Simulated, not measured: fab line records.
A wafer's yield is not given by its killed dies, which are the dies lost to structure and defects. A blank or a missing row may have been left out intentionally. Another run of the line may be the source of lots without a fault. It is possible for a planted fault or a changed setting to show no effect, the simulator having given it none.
fab line records | flow nand-harc
record: lots: 6 | wafers: 18 | last-day: 33
route steps=1302 shown A_BONDPAD@1207
lots untouched by any fault: they come from a run of this same line in which no faults occurred
start-h: hours from the record's opening day to when the first of the lot's shown wafers began | wait-h: hours elapsed since this lot's preceding step | " repeats the value in the row above | L1.1+2: a single row standing in for several wafers | - either no value or no given start | * or withheld: withheld | < > ~ a bound
route shown NAME@n: a module of which the file shows steps, and the number in the route of the first | usual: the fault-free wafers' mean and standard deviation | same: alike in all rows | chamber/n: place in a boat | sites: per-site readings | _std_site: the values' standard deviation | _edge_site: mean of outer sites minus mean of inner sites | radius-mm: how far each site lies from the wafer's centre | mask NAME#n: copy n | behind: tool/chamber where the wafer was last shaped | hold: reason for holding the lot/hours on hold/outcome of the hold | device: names the non-switching transistor (n, p or np) | end of line: tests run on the same wafers once the route is complete | a step with no rows: only its recipe | killed: at the first sort, the dies lost to defects and structure; wafer yield is something else | map: per-die view of a wafer (x killed, . not killed, _ where there is no die)
set.NAME: the run value of the setting; set.NAME@STEP: its run value at that earlier step | model.NAME: the simulator's own value behind a step, which no gauge read
lots at some steps of the route; a table a step, a row a wafer
services: when a tool's chamber went out of use (start-h, in hours from the record's first day, below 0 if earlier), for how many hours, and the reason
== steps ==
step: NHARC_A_BONDPAD_HMDS_02
recipe: time-s: 30
step: NHARC_A_BONDPAD_COAT_33
recipe: temp-c: 200 | time-s: 65
step: NHARC_A_BONDPAD_COAT_03
recipe: spin-rpm: 2000 | resist-thk-nm: 600
step: NHARC_A_BONDPAD_SOFTBAKE_04
recipe: temp-c: 125 | time-s: 70
step: NHARC_A_BONDPAD_EBR_05
step: NHARC_A_BONDPAD_EXPOSE_06
recipe: na: 0.55 | dose-mj: 36.99 | mask-id: A_BPAD
step: NHARC_A_BONDPAD_PEB_07
recipe: peb-temp-c: 128 | peb-time-s: 80
step: NHARC_A_BONDPAD_DEVELOP_08
recipe: time-s: 50 | dev-temp-c: 22
step: NHARC_A_BONDPAD_CD_MEAS_09
recipe: target-cd-nm: 500 | landing-energy-ev: 500
usual: cd-nm: 499.7/2.1
lot.wafer | tool      | chamber | start-h | wait-h | cd-nm
L763.1    | cd-sem-02 | 0       | 536.38  | -      | 500.2
L763.4    | "         | 0       | "       | "      | 497.7
L763.6    | "         | 0       | "       | "      | 498.6
L767.1    | cd-sem-01 | 0       | 568.66  | -      | 500.6
L767.3    | "         | 0       | "       | "      | 499.5
L767.4    | "         | 0       | "       | "      | 495.9
L772.2    | cd-sem-01 | 0       | 627.07  | -      | 500.9
L772.3    | "         | 0       | "       | "      | 501.2
L772.5    | "         | 0       | "       | "      | 502.5
L780.1    | cd-sem-01 | 0       | 713.88  | -      | 503.4
L780.3    | "         | 0       | "       | "      | 499.1
L780.4    | "         | 0       | "       | "      | 502.8
L783.2    | cd-sem-01 | 0       | 719.55  | -      | 500.3
L783.3    | "         | 0       | "       | "      | 499.9
L783.6    | "         | 0       | "       | "      | 499.8
L786.2    | cd-sem-02 | 0       | 761.83  | -      | 503.6
L786.5    | "         | 0       | "       | "      | 503.8
L786.6    | "         | 0       | "       | "      | 502.1
step: NHARC_A_BONDPAD_OVL_MEAS_35
usual: overlay-x-nm: 0/5.1 | overlay-y-nm: -2/5.9
lot.wafer | tool       | chamber | start-h | wait-h | overlay-x-nm | overlay-y-nm
L763.1    | overlay-02 | -       | 536.46  | -      | -3           | -8
L763.4    | "          | -       | "       | "      | -3           | -7
L763.6    | "          | -       | "       | "      | -3           | -7
L767.1    | overlay-02 | -       | 568.75  | -      | 0            | -18
L767.3    | "          | -       | "       | "      | -1           | -17
L767.4    | "          | -       | "       | "      | 0            | -18
L772.2    | overlay-01 | -       | 627.15  | -      | 1            | 2
L772.3    | "          | -       | "       | "      | 0            | 2
L772.5    | "          | -       | "       | "      | 0            | 1
L780.1    | overlay-02 | -       | 713.97  | -      | 4            | 1
L780.3    | "          | -       | "       | "      | 5            | 1
L780.4    | "          | -       | "       | "      | 4            | 1
L783.2    | overlay-01 | -       | 719.63  | -      | -10          | -3
L783.3    | "          | -       | "       | "      | -10          | -3
L783.6    | "          | -       | "       | "      | -10          | -3
L786.2    | overlay-02 | -       | 761.92  | -      | 5            | -4
L786.5    | "          | -       | "       | "      | 5            | -4
L786.6    | "          | -       | "       | "      | 5            | -4
step: NHARC_A_BONDPAD_HARDBAKE_10
recipe: temp-c: 118 | time-s: 65
step: NHARC_A_BONDPAD_DESCUM_11
recipe: time-s: 3 | o2-flow-sccm: 200 | ar-flow-sccm: 0 | bias-power-w: 0 | chemistry: O2
usual: drypump-motor-current-A: 5.7/0.37 | oes-product-au: 1.001/0.0071 | rf-vpp-V: 57.8/0.89 | showerhead-plenum-p-Torr: 1.94/0.056 | throttle-valve-pct: 11.311/0.0089
lot.wafer | tool        | chamber | start-h | wait-h | drypump-motor-current-A | oes-product-au | rf-hours-counter-h | rf-vpp-V | showerhead-plenum-p-Torr | throttle-valve-pct
L763.1    | rie-diel-02 | 0       | 536.61  | -      | 6.3                     | 1.000          | 3                  | 57.0     | 1.98                     | 11.322
L763.4    | "           | 1       | "       | "      | 5.8                     | 1.000          | 3                  | 56.6     | 1.84                     | 11.303
L763.6    | "           | 3       | "       | "      | 5.4                     | 0.994          | -                  | 57.8     | 1.92                     | 11.299
L767.1    | rie-diel-11 | 0       | 568.87  | -      | 6.2                     | 0.995          | 37                 | 56.8     | 2.02                     | 11.291
L767.4    | "           | 1       | "       | "      | 6.1                     | 0.987          | 42                 | 58.1     | 2.06                     | 11.306
L767.3    | "           | 3       | "       | "      | 5.9                     | 1.001          | 38                 | 58.0     | 1.86                     | 11.313
L772.3    | rie-diel-04 | 0       | 627.29  | -      | 5.5                     | 1.004          | 15                 | 58.4     | 1.99                     | 11.309
L772.2    | "           | 2       | "       | "      | 5.2                     | 1.012          | 17                 | 57.3     | 1.98                     | 11.310
L772.5    | "           | 0       | "       | "      | 5.5                     | 1.011          | -                  | 57.1     | 1.99                     | 11.308
L780.3    | rie-diel-02 | 0       | 714.09  | -      | 6.3                     | 0.997          | 3                  | 57.7     | 1.98                     | 11.319
L780.1    | "           | 2       | "       | "      | 5.8                     | 0.999          | 4                  | 58.0     | 1.97                     | 11.303
L780.4    | "           | 3       | "       | "      | 5.3                     | 0.989          | 4                  | 57.8     | 1.91                     | 11.325
L783.3    | rie-diel-02 | 3       | 719.79  | -      | 5.3                     | 1.001          | 4                  | 58.0     | 1.91                     | 11.310
L783.2    | "           | 0       | "       | "      | 6.3                     | 1.003          | 3                  | 58.2     | 1.98                     | 11.323
L783.6    | "           | 3       | "       | "      | 5.3                     | 0.999          | -                  | 57.9     | 1.91                     | 11.319
L786.2    | rie-diel-04 | 1       | 762.06  | -      | 5.4                     | 1.008          | 8                  | 57.3     | 1.89                     | 11.309
L786.6    | "           | 2       | "       | "      | 5.2                     | 1.001          | -                  | 57.9     | 1.97                     | 11.312
L786.5    | "           | 3       | "       | "      | 5.3                     | 1.007          | -                  | 59.6     | 1.94                     | 11.315
step: NHARC_A_BONDPAD_ETCH_34
recipe: target-depth-a: 600 | overetch-a: 180 | time-s: 65.91 | ion-energy-ev: 200 | n2-flow-sccm: 150 | h2-flow-sccm: 150 | ar-flow-sccm: 0 | rf-w: 400 | bias-w: 150 | chemistry: N2/H2
usual: drypump-motor-current-A: 5.7/0.37 | oes-product-au: 1.003/0.0069 | rf-vpp-V: 431.3/2 | showerhead-plenum-p-Torr: 2.07/0.063 | throttle-valve-pct: 14.172/0.0095
lot.wafer | tool        | chamber | start-h | wait-h | drypump-motor-current-A | oes-product-au | rf-hours-counter-h | rf-vpp-V | showerhead-plenum-p-Torr | throttle-valve-pct
L763.4    | rie-diel-02 | 2       | 536.67  | 0.1    | 5.8                     | 0.989          | 3                  | 433.1    | 2.11                     | 14.174
L763.1    | "           | 0       | "       | "      | 6.4                     | 1.001          | 3                  | 432.3    | 2.11                     | 14.179
L763.6    | "           | 2       | "       | "      | 5.8                     | 0.995          | -                  | 432.3    | 2.11                     | 14.178
L767.1    | rie-diel-11 | 2       | 568.96  | 0.1    | 5.5                     | 0.994          | 35                 | 433.3    | 2.18                     | 14.181
L767.4    | "           | 3       | "       | "      | 5.9                     | 1.006          | 38                 | 429.4    | 1.98                     | 14.168
L767.3    | "           | 0       | "       | "      | 6.3                     | 0.996          | 37                 | 434.8    | 2.16                     | 14.151
L772.3    | rie-diel-04 | 0       | 627.40  | 0.1    | 5.4                     | 1.003          | 15                 | 431.9    | 2.12                     | 14.172
L772.2    | "           | 1       | "       | "      | 5.4                     | 1.011          | 15                 | 429.7    | 2.03                     | 14.167
L772.5    | "           | 0       | "       | "      | 5.4                     | 1.002          | -                  | 432.4    | 2.12                     | 14.174
L780.4    | rie-diel-02 | 1       | 714.18  | 0.1    | 5.9                     | 1.007          | 4                  | 428.7    | 1.96                     | 14.172
L780.1    | "           | 2       | "       | "      | 5.8                     | 0.986          | 4                  | 433.5    | 2.10                     | 14.183
L780.3    | "           | 0       | "       | "      | 6.4                     | 0.797          | 3                  | 431.7    | 2.11                     | 14.177
L783.3    | rie-diel-02 | 0       | 719.87  | 0.1    | 6.3                     | 0.805          | 3                  | 432.8    | 2.11                     | 14.173
L783.2    | "           | 3       | "       | "      | 5.3                     | 1.004          | 4                  | 431.0    | 2.04                     | 14.171
L783.6    | "           | 1       | "       | "      | 5.9                     | 1.007          | -                  | 429.3    | 1.96                     | 14.160
L786.2    | rie-diel-04 | 3       | 762.13  | 0.1    | 5.3                     | 1.007          | 8                  | 430.8    | 2.06                     | 14.165
L786.6    | "           | 2       | "       | "      | 5.2                     | 1.010          | -                  | 434.0    | 2.10                     | 14.180
L786.5    | "           | 3       | "       | "      | 5.3                     | 1.016          | -                  | 429.7    | 2.06                     | 14.168
step: NHARC_A_BONDPAD_ETCH_12
recipe: target-depth-a: 2200 | time-s: 110 | chf3-flow-sccm: 50 | o2-flow-sccm: 10 | ar-flow-sccm: 200 | rf-w: 500 | bias-w: 200 | chemistry: CHF3/O2
usual: drypump-motor-current-A: 5.7/0.4 | oes-product-au: 0.942/0.02 | rf-vpp-V: 371.3/1.7 | showerhead-plenum-p-Torr: 2.44/0.067 | throttle-valve-pct: 20.572/0.01
lot.wafer | tool        | chamber | start-h | wait-h | drypump-motor-current-A | oes-product-au | rf-hours-counter-h | rf-vpp-V | showerhead-plenum-p-Torr | throttle-valve-pct
L763.4    | rie-diel-02 | 0       | -       | -      | 6.3                     | 0.964          | 3                  | 370.9    | 2.48                     | 20.587
L763.1    | "           | 3       | "       | "      | 5.4                     | 0.951          | 3                  | 371.1    | 2.40                     | 20.579
L763.6    | "           | 0       | "       | "      | 6.3                     | 0.946          | -                  | 370.3    | 2.48                     | 20.576
L767.1    | rie-diel-11 | 0       | -       | -      | 6.2                     | 0.918          | 37                 | 372.8    | 2.53                     | 20.571
L767.3    | "           | 2       | "       | "      | 5.5                     | 0.921          | 35                 | 374.3    | 2.56                     | 20.565
L767.4    | "           | 3       | "       | "      | 5.9                     | 0.929          | 38                 | 368.5    | 2.33                     | 20.566
L772.3    | rie-diel-04 | 3       | -       | -      | 5.3                     | 0.919          | 17                 | 370.4    | 2.44                     | 20.580
L772.2    | "           | 0       | "       | "      | 5.4                     | 0.929          | 15                 | 373.0    | 2.49                     | 20.579
L772.5    | "           | 3       | "       | "      | 5.3                     | 0.932          | -                  | 372.1    | 2.44                     | 20.586
L780.4    | rie-diel-02 | 0       | -       | -      | 6.4                     | 0.934          | 3                  | 372.9    | 2.48                     | 20.576
L780.3    | "           | 2       | "       | "      | 5.8                     | 0.921          | 4                  | 371.6    | 2.47                     | 20.573
L780.1    | "           | 3       | "       | "      | 5.3                     | 0.917          | 4                  | 368.7    | 2.40                     | 20.582
L783.2    | rie-diel-02 | 1       | -       | -      | 5.9                     | 0.927          | 4                  | 369.1    | 2.32                     | 20.582
L783.3    | "           | 2       | "       | "      | 5.8                     | 0.919          | 4                  | 371.2    | 2.47                     | 20.579
L783.6    | "           | 0       | "       | "      | 6.4                     | 0.933          | -                  | 372.9    | 2.48                     | 20.562
L786.2    | rie-diel-04 | 3       | -       | -      | 5.3                     | 0.935          | 8                  | 371.4    | 2.43                     | 20.556
L786.5    | "           | 3       | "       | "      | 5.3                     | 0.928          | -                  | 372.1    | 2.43                     | 20.580
L786.6    | "           | 0       | "       | "      | 5.4                     | 0.941          | -                  | 371.4    | 2.48                     | 20.572
== services ==
tool        | chamber | start-h | hours | kind
rie-diel-11 | -       | 521.51  | 1.2   | repair
rie-diel-02 | 0       | 525.20  | -     | clean
rie-diel-02 | 1       | 525.20  | -     | clean
rie-diel-02 | 2       | 525.20  | -     | clean
rie-diel-02 | 3       | 525.20  | -     | clean
rie-diel-02 | 1       | 530.06  | 2.0   | repair
rie-diel-04 | -       | 531.90  | 9.0   | pm
rie-diel-02 | 2       | 542.22  | 3.2   | repair
rie-diel-04 | 2       | 545.41  | 3.6   | repair
rie-diel-02 | 0       | 549.70  | -     | clean
rie-diel-02 | 1       | 549.70  | -     | clean
rie-diel-02 | 2       | 549.70  | -     | clean
rie-diel-02 | 3       | 549.70  | -     | clean
rie-diel-02 | -       | 570.70  | 9.0   | pm
rie-diel-02 | 0       | 570.70  | 12.6  | vent-cycle
rie-diel-02 | 1       | 570.70  | 9.0   | vent-cycle
rie-diel-02 | 2       | 570.70  | 9.0   | vent-cycle
rie-diel-02 | 3       | 570.70  | 9.0   | vent-cycle
rie-diel-02 | 1       | 579.70  | -     | clean
rie-diel-11 | -       | 610.04  | 9.0   | pm
rie-diel-04 | 0       | 681.85  | 8.3   | repair
rie-diel-02 | 0       | 691.73  | 11.2  | repair
rie-diel-04 | -       | 708.90  | 9.0   | pm
rie-diel-02 | -       | 747.70  | 9.0   | pm
== key ==
first-sign: step: NHARC_A_BONDPAD_ETCH_34 | reading: oes-product-au | direction: down | sigmas: 29 | usual: 1.003 | struck: 0.801
effect none on later readings
met-at NHARC_A_BONDPAD_ETCH_34
struck-wafers L780.3,L783.3
sort-left-out L780.3,L783.3
onset-between 536.67 714.18
fault: kind: process-parameter-drift | tool: rie-diel-02 | chamber: 0 | onset-h: 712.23 | steps: NHARC_A_BONDPAD_ETCH_34 | channel: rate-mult | offset: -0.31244 | shape: step | end-h: 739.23
sort-left-out: the simulated sort isn't trusted on such a fault, so these wafers' sort isn't shown, and their yield isn't known
